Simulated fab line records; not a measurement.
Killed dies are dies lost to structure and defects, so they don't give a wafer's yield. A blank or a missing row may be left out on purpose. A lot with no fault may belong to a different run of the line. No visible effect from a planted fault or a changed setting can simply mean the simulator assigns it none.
Which tool was responsible?    flow nand harc    21 lots with 63 wafers sampled at 6 steps, on a route of 1159 steps

WHAT EACH GAUGE READ, for each wafer
The record lacks any reading of a measuring or inspecting step that a usual standard deviation could be used to judge.

EACH LOT AND THE TOOL THAT RAN IT (in order: tool; ch and the chambers of the sampled wafers; start)
lot   NHARC_A_STAIRCASE_ETCH_232                     NHARC_A_STAIRCASE_TRIM_235                     NHARC_A_STAIRCASE_DESCUM_291        NHARC_A_STAIRCASE_CMP_152      NHARC_A_SGD_CUT_STRIP_28                       NHARC_A_WL_FILL_RTA_01
L074  rie diel-01 ch 1,3, day 11 18:05 or earlier    rie diel-01 ch 1,2, day 11 18:05 or earlier    rie diel-13 ch 0,1,2, day 11 18:05  cmp-01 ch 2,3, day 13 23:29    rie diel-10 ch 0,3, day 14 23:55 or earlier    rtp anneal-01 ch 0, day 14 23:55
L075  rie diel-01 ch 0,1,3, day 12 03:26 or earlier  rie diel-01 ch 1,2,3, day 12 03:26 or earlier  rie diel-12 ch 0,1,2, day 12 03:26  cmp-02 ch 0,1,2, day 14 05:30  rie diel-06 ch 0,1,3, day 15 05:59 or earlier  rtp anneal-02 ch 0, day 15 05:59
L076  rie diel-12 ch 0,2,3, day 12 13:49 or earlier  rie diel-12 ch 2,3, day 12 13:49 or earlier    rie diel-01 ch 0,2,3, day 12 13:49  cmp-02 ch 0,1, day 14 10:36    rie diel-06 ch 0,1,3, day 15 12:56 or earlier  rtp anneal-02 ch 0, day 15 12:56
L079  rie diel-01 ch 0,1,3, day 12 23:56 or earlier  rie diel-01 ch 0,1,3, day 12 23:56 or earlier  rie diel-13 ch 2,3, day 12 23:56    cmp-01 ch 0,1,2, day 15 05:49  rie diel-06 ch 1,2, day 16 09:57 or earlier    rtp anneal-01 ch 0, day 16 09:57
L082  rie diel-12 ch 2,3, day 13 15:57 or earlier    rie diel-12 ch 0,1,2, day 13 15:57 or earlier  rie diel-01 ch 0,1,2, day 13 15:57  cmp-02 ch 1,2,3, day 15 22:50  rie diel-10 ch 0,1,2, day 16 21:20 or earlier  rtp anneal-02 ch 0, day 16 21:20
L083  rie diel-01 ch 0,1,2, day 13 19:03 or earlier  rie diel-01 ch 0,1,2, day 13 19:03 or earlier  rie diel-01 ch 0,3, day 13 19:03    cmp-02 ch 0,1,2, day 15 21:26  rie diel-06 ch 0,2,3, day 16 21:20 or earlier  rtp anneal-01 ch 0, day 16 21:20
L084  rie diel-01 ch 0,1,3, day 13 19:37 or earlier  rie diel-01 ch 0,3, day 13 19:37 or earlier    rie diel-12 ch 0,1, day 13 19:37    cmp-01 ch 0,2,3, day 15 21:19  rie diel-04 ch 0,1,3, day 16 21:14 or earlier  rtp anneal-02 ch 0, day 16 21:14
L081  rie diel-13 ch 0,1,2, day 13 20:55 or earlier  rie diel-13 ch 0,3, day 13 20:55 or earlier    rie diel-12 ch 2,3, day 13 20:55    cmp-02 ch 1,2,3, day 16 01:55  rie diel-06 ch 0,2,3, day 17 03:16 or earlier  rtp anneal-01 ch 0, day 17 03:16
L086  rie diel-12 ch 0,2,3, day 14 18:14 or earlier  rie diel-12 ch 1,2,3, day 14 18:14 or earlier  rie diel-01 ch 0,2,3, day 14 18:14  cmp-02 ch 1,3, day 16 21:17    rie diel-10 ch 0,1,3, day 17 21:19 or earlier  rtp anneal-01 ch 0, day 17 21:19
L087  rie diel-01 ch 0,1, day 14 20:20 or earlier    rie diel-01 ch 2,3, day 14 20:20 or earlier    rie diel-12 ch 0,1,3, day 14 20:20  cmp-01 ch 1,2,3, day 16 21:13  rie diel-04 ch 2,3, day 17 21:32 or earlier    rtp anneal-01 ch 0, day 17 21:32
L085  rie diel-12 ch 1,2,3, day 14 20:47 or earlier  rie diel-12 ch 2,3, day 14 20:47 or earlier    rie diel-12 ch 0,3, day 14 20:47    cmp-02 ch 1,2, day 16 21:28    rie diel-06 ch 1,2,3, day 17 21:23 or earlier  rtp anneal-02 ch 0, day 17 21:23
L088  rie diel-01 ch 0,1,3, day 15 03:15 or earlier  rie diel-01 ch 0,3, day 15 03:15 or earlier    rie diel-13 ch 0,1,2, day 15 03:15  cmp-03 ch 1,3, day 17 08:50    rie diel-04 ch 0,1, day 18 10:38 or earlier    rtp anneal-01 ch 0, day 18 10:38
L089  rie diel-13 ch 1,2,3, day 15 12:16 or earlier  rie diel-13 ch 0,1,2, day 15 12:16 or earlier  rie diel-01 ch 0,2,3, day 15 12:16  cmp-03 ch 0,1,3, day 17 20:40  rie diel-10 ch 0,1,3, day 18 22:31 or earlier  rtp anneal-01 ch 0, day 18 22:31
L091  rie diel-01 ch 0,1, day 15 15:53 or earlier    rie diel-01 ch 1,2, day 15 15:53 or earlier    rie diel-01 ch 0,2,3, day 15 15:53  cmp-01 ch 0,3, day 17 20:39    rie diel-06 ch 0,1,3, day 18 22:46 or earlier  rtp anneal-02 ch 0, day 18 22:46
L090  rie diel-13 ch 0,3, day 15 17:02 or earlier    rie diel-13 ch 1,2,3, day 15 17:02 or earlier  rie diel-12 ch 0,1,2, day 15 17:02  cmp-01 ch 1,2,3, day 18 01:49  rie diel-10 ch 1,2, day 19 05:25 or earlier    rtp anneal-02 ch 0, day 19 05:25
L092  rie diel-12 ch 0,2, day 15 21:26 or earlier    rie diel-12 ch 0,2,3, day 15 21:26 or earlier  rie diel-12 ch 0,1,3, day 15 21:26  cmp-03 ch 0,2,3, day 18 01:32  rie diel-04 ch 1,3, day 19 05:25 or earlier    rtp anneal-01 ch 0, day 19 05:25
L094  rie diel-13 ch 2,3, day 16 06:45 or earlier    rie diel-13 ch 0,1, day 16 06:45 or earlier    rie diel-12 ch 0,2,3, day 16 06:45  cmp-03 ch 0,2,3, day 18 11:21  rie diel-10 ch 2,3, day 19 11:16 or earlier    rtp anneal-02 ch 0, day 19 11:16
L093  rie diel-01 ch 0,1,3, day 16 13:23 or earlier  rie diel-01 ch 0,1,2, day 16 13:23 or earlier  rie diel-01 ch 0,3, day 16 13:23    cmp-02 ch 0,1,3, day 18 11:11  rie diel-06 ch 1,2,3, day 19 11:38 or earlier  rtp anneal-01 ch 0, day 19 11:38
L095  rie diel-01 ch 0,3, day 16 17:31 or earlier    rie diel-01 ch 0,2,3, day 16 17:31 or earlier  rie diel-13 ch 1,2,3, day 16 17:31  cmp-01 ch 1,2,3, day 19 02:30  rie diel-04 ch 2,3, day 20 04:40 or earlier    rtp anneal-01 ch 0, day 20 04:40
L097  rie diel-13 ch 1,2,3, day 17 09:29 or earlier  rie diel-13 ch 0,1,3, day 17 09:29 or earlier  rie diel-13 ch 0,1,2, day 17 09:29  cmp-01 ch 0,1,2, day 19 15:02  rie diel-06 ch 2,3, day 20 15:58 or earlier    rtp anneal-02 ch 0, day 20 15:58
L096  rie diel-12 ch 0,1,2, day 17 14:57 or earlier  rie diel-12 ch 0,2,3, day 17 14:57 or earlier  rie diel-13 ch 1,2,3, day 17 14:57  cmp-02 ch 1,2,3, day 19 21:36  rie diel-04 ch 0,1,2, day 20 22:37 or earlier  rtp anneal-01 ch 0, day 20 22:37
- NHARC_A_STAIRCASE_ETCH_232: etches the open film in C4F8/O2, target depth 100 nm, time 40.5 s.
- NHARC_A_STAIRCASE_TRIM_235: chemistry O2, time 211.2 s.
- NHARC_A_STAIRCASE_DESCUM_291: chemistry O2, time 3 s.
- NHARC_A_STAIRCASE_CMP_152: polishes.
- NHARC_A_SGD_CUT_STRIP_28: strips in O2, time 20 s.
- NHARC_A_WL_FILL_RTA_01: time 5 s.

AS READ BY THE TOOLS THEMSELVES (means over the sampled wafers that have a number; for cases with no such wafer, the mark the record gives instead)
NHARC_A_STAIRCASE_ETCH_232.
lot   tool         chamber pressure mTorr (mTorr)  oes product au (a.u.)  rf fwd power W (W)  rf vpp V (V)
L074  rie diel-01  24.996                          0.926                  591.1               892
L075  rie diel-01  25.023                          0.941                  591.0               890
L076  rie diel-12  25.017                          0.951                  592.8               894
L079  rie diel-01  25.001                          0.933                  591.2               890
L082  rie diel-12  25.008                          0.937                  590.8               888
L083  rie diel-01  24.980                          0.942                  589.6               895
L084  rie diel-01  24.992                          0.935                  591.4               891
L081  rie diel-13  25.020                          0.949                  591.5               898
L086  rie diel-12  25.015                          0.945                  592.7               894
L087  rie diel-01  25.017                          0.944                  589.9               902
L085  rie diel-12  24.998                          0.968                  591.7               889
L088  rie diel-01  25.012                          0.954                  590.9               897
L089  rie diel-13  24.999                          0.971                  591.7               896
L091  rie diel-01  24.987                          0.930                  588.5               897
L090  rie diel-13  25.011                          0.955                  594.3               902
L092  rie diel-12  25.012                          0.930                  594.4               894
L094  rie diel-13  24.990                          0.949                  591.6               897
L093  rie diel-01  24.986                          0.943                  593.5               896
L095  rie diel-01  25.011                          0.935                  593.1               895
L097  rie diel-13  25.009                          0.955                  593.5               896
L096  rie diel-12  25.018                          0.954                  593.6               894

NHARC_A_STAIRCASE_TRIM_235.
lot   tool         chamber pressure mTorr (mTorr)  drypump motor current A (A)  oes product au (a.u.)  rf vpp V (V)  showerhead plenum p Torr (Torr)  throttle valve pct (%)
L074  rie diel-01  60.05                           5.8                          0.983                  57.8          3.40                             17.037
L075  rie diel-01  60.08                           5.9                          0.976                  57.6          3.37                             17.037
L076  rie diel-12  60.05                           6.1                          1.003                  57.8          3.32                             17.043
L079  rie diel-01  60.01                           5.8                          0.997                  57.8          3.37                             17.046
L082  rie diel-12  60.00                           5.8                          1.010                  57.7          3.50                             17.036
L083  rie diel-01  60.01                           5.7                          0.980                  57.9          3.51                             17.032
L084  rie diel-01  60.00                           5.9                          1.000                  58.2          3.35                             17.037
L081  rie diel-13  60.04                           5.8                          1.024                  57.9          3.74                             17.047
L086  rie diel-12  59.94                           6.1                          1.027                  56.6          3.34                             17.035
L087  rie diel-01  60.02                           5.8                          0.992                  57.3          3.66                             17.027
L085  rie diel-12  59.99                           6.1                          1.004                  56.8          3.31                             17.040
L088  rie diel-01  59.99                           5.6                          1.001                  57.4          3.67                             17.041
L089  rie diel-13  60.02                           5.7                          1.018                  57.6          3.57                             17.035
L091  rie diel-01  59.98                           5.8                          0.995                  58.2          3.68                             17.042
L090  rie diel-13  60.01                           6.0                          1.008                  57.5          3.54                             17.023
L092  rie diel-12  60.00                           5.8                          1.008                  57.8          3.46                             17.030
L094  rie diel-13  59.99                           5.4                          0.999                  58.7          3.72                             17.035
L093  rie diel-01  59.94                           5.7                          0.994                  57.5          3.68                             17.036
L095  rie diel-01  59.99                           5.7                          0.993                  58.8          3.65                             17.026
L097  rie diel-13  60.06                           5.7                          1.012                  58.0          3.68                             17.031
L096  rie diel-12  60.03                           5.8                          1.002                  57.4          3.46                             17.038

NHARC_A_STAIRCASE_DESCUM_291.
lot   tool         chamber pressure mTorr (mTorr)  drypump motor current A (A)  oes product au (a.u.)  rf vpp V (V)  showerhead plenum p Torr (Torr)  throttle valve pct (%)
L074  rie diel-13  59.97                           5.7                          1.015                  57.8          1.95                             11.310
L075  rie diel-12  60.01                           5.8                          1.009                  57.7          1.90                             11.319
L076  rie diel-01  60.01                           5.7                          0.992                  56.3          1.79                             11.311
L079  rie diel-13  60.00                           6.4                          1.020                  57.2          1.85                             11.307
L082  rie diel-01  60.00                           5.6                          0.985                  57.3          1.91                             11.322
L083  rie diel-01  59.99                           5.8                          0.992                  57.0          1.81                             11.307
L084  rie diel-12  60.01                           5.4                          1.008                  58.6          1.99                             11.314
L081  rie diel-12  60.00                           6.1                          1.013                  58.3          1.79                             11.303
L086  rie diel-01  59.97                           5.7                          0.995                  58.1          1.99                             11.306
L087  rie diel-12  60.00                           5.7                          1.005                  57.8          1.90                             11.303
L085  rie diel-12  60.00                           5.4                          0.989                  58.7          1.97                             11.308
L088  rie diel-13  60.00                           5.7                          1.014                  58.1          1.94                             11.318
L089  rie diel-01  60.02                           5.7                          0.995                  57.9          1.99                             11.308
L091  rie diel-01  60.01                           5.7                          0.995                  58.5          1.99                             11.307
L090  rie diel-12  60.04                           5.8                          1.001                  57.5          1.89                             11.319
L092  rie diel-12  60.06                           5.7                          1.003                  57.9          1.89                             11.303
L094  rie diel-12  59.91                           5.8                          1.008                  57.5          1.87                             11.320
L093  rie diel-01  59.95                           5.6                          0.989                  57.7          1.99                             11.312
L095  rie diel-13  60.01                           6.0                          1.015                  58.1          1.92                             11.314
L097  rie diel-13  60.04                           5.7                          1.009                  58.8          1.93                             11.304
L096  rie diel-13  59.98                           6.0                          1.006                  58.0          1.91                             11.309

NHARC_A_STAIRCASE_CMP_152.
lot   tool    edge zone pressure frac  motor current A (A)  slurry flow ml min
L074  cmp-01  0.999                    12.3                 150.3
L075  cmp-02  0.997                    12.5                 150.1
L076  cmp-02  0.999                    13.0                 150.2
L079  cmp-01  1.000                    12.8                 149.8
L082  cmp-02  0.997                    12.2                 149.8
L083  cmp-02  1.002                    12.2                 149.7
L084  cmp-01  0.998                    11.8                 149.6
L081  cmp-02  1.005                    12.1                 150.1
L086  cmp-02  1.001                    12.8                 150.1
L087  cmp-01  0.997                    13.2                 149.7
L085  cmp-02  0.992                    11.5                 150.1
L088  cmp-03  0.996                    11.0                 150.0
L089  cmp-03  0.996                    11.3                 150.1
L091  cmp-01  1.003                    11.4                 150.0
L090  cmp-01  0.995                    13.3                 150.1
L092  cmp-03  1.000                    10.8                 149.5
L094  cmp-03  1.002                    11.5                 149.9
L093  cmp-02  0.997                    12.8                 149.8
L095  cmp-01  0.996                    13.4                 149.8
L097  cmp-01  1.000                    12.9                 150.1
L096  cmp-02  0.998                    11.9                 149.9

NHARC_A_SGD_CUT_STRIP_28.
lot   tool         chamber pressure mTorr (mTorr)  drypump motor current A (A)  oes product au (a.u.)  rf vpp V (V)  showerhead plenum p Torr (Torr)  throttle valve pct (%)
L074  rie diel-10  60.02                           5.5                          0.998                  57.8          3.50                             17.033
L075  rie diel-06  60.06                           5.4                          0.992                  58.4          3.66                             17.034
L076  rie diel-06  60.00                           5.4                          1.001                  58.3          3.66                             17.026
L079  rie diel-06  60.05                           5.4                          0.999                  58.3          3.56                             17.027
L082  rie diel-10  60.02                           5.5                          0.997                  57.7          3.55                             17.035
L083  rie diel-06  60.00                           5.7                          0.999                  58.4          3.59                             17.044
L084  rie diel-04  60.01                           5.7                          0.998                  58.0          3.57                             17.032
L081  rie diel-06  59.98                           5.7                          1.000                  57.7          3.59                             17.035
L086  rie diel-10  59.96                           5.2                          0.998                  57.6          3.57                             17.045
L087  rie diel-04  60.00                           5.1                          0.994                  57.4          3.41                             17.041
L085  rie diel-06  60.04                           5.6                          1.005                  58.5          3.57                             17.033
L088  rie diel-04  59.98                           5.7                          0.990                  57.8          3.63                             17.032
L089  rie diel-10  59.94                           5.2                          0.996                  57.9          3.56                             17.029
L091  rie diel-06  59.98                           5.4                          0.997                  58.4          3.66                             17.036
L090  rie diel-10  60.00                           5.8                          1.001                  58.4          3.51                             17.032
L092  rie diel-04  60.01                           5.8                          0.985                  56.4          3.51                             17.040
L094  rie diel-10  60.06                           6.0                          0.999                  57.8          3.42                             17.043
L093  rie diel-06  59.97                           5.6                          0.999                  58.5          3.57                             17.032
L095  rie diel-04  60.02                           5.1                          0.986                  57.1          3.41                             17.037
L097  rie diel-06  59.92                           6.2                          1.001                  58.5          3.50                             17.049
L096  rie diel-04  60.02                           5.5                          0.997                  57.5          3.54                             17.030

NHARC_A_WL_FILL_RTA_01.
lot   tool           lamp power pct (%)  lamp_zone_7_pct (%)  wafer_temp_C_max
L074  rtp anneal-01  35.0                35.6                 1006.7
L075  rtp anneal-02  38.0                38.6                 1003.7
L076  rtp anneal-02  37.9                38.5                 1003.9
L079  rtp anneal-01  35.0                35.6                 1006.6
L082  rtp anneal-02  38.0                38.6                 1004.4
L083  rtp anneal-01  35.0                35.5                 1005.5
L084  rtp anneal-02  37.9                38.6                 1002.8
L081  rtp anneal-01  35.0                35.5                 1006.2
L086  rtp anneal-01  35.0                35.5                 1007.1
L087  rtp anneal-01  35.0                35.5                 1005.0
L085  rtp anneal-02  37.9                38.5                 1003.0
L088  rtp anneal-01  35.0                35.6                 1007.0
L089  rtp anneal-01  35.0                35.6                 1007.3
L091  rtp anneal-02  38.0                38.6                 1003.4
L090  rtp anneal-02  38.0                38.6                 1004.1
L092  rtp anneal-01  35.0                35.5                 1005.1
L094  rtp anneal-02  37.9                38.5                 1003.8
L093  rtp anneal-01  35.0                35.6                 1006.4
L095  rtp anneal-01  35.0                35.5                 1005.3
L097  rtp anneal-02  37.9                38.6                 1003.2
L096  rtp anneal-01  35.0                35.6                 1006.8

THE ANSWER, worked out from the rows above alone
Rule: usual is defined by the lots themselves. Put in order of their means at a reading, lots are off if they are a third of the lots or fewer, leave a main group of 4 or more, and stand apart from it by a gap of 3 or more times the standard deviation of the main group's means; of several such gaps the widest counts. A main group whose means are all the same, to the digits that the tables above print for the reading, isn't used. Also off: a lot with no number at a reading for which 4 or more lots have one. The other lots that the step has rows for count as sound. After the gauges, taken in route order, come the tools' own readings; for these a lot's mean is taken, as printed above. At the first step where some lot is off, the reading lying furthest off is the one used; lots without a number count as furthest.
Nothing can be told from this: no lot is off at any reading shown.

WHAT HAD BEEN PUT IN BY THE SIMULATOR
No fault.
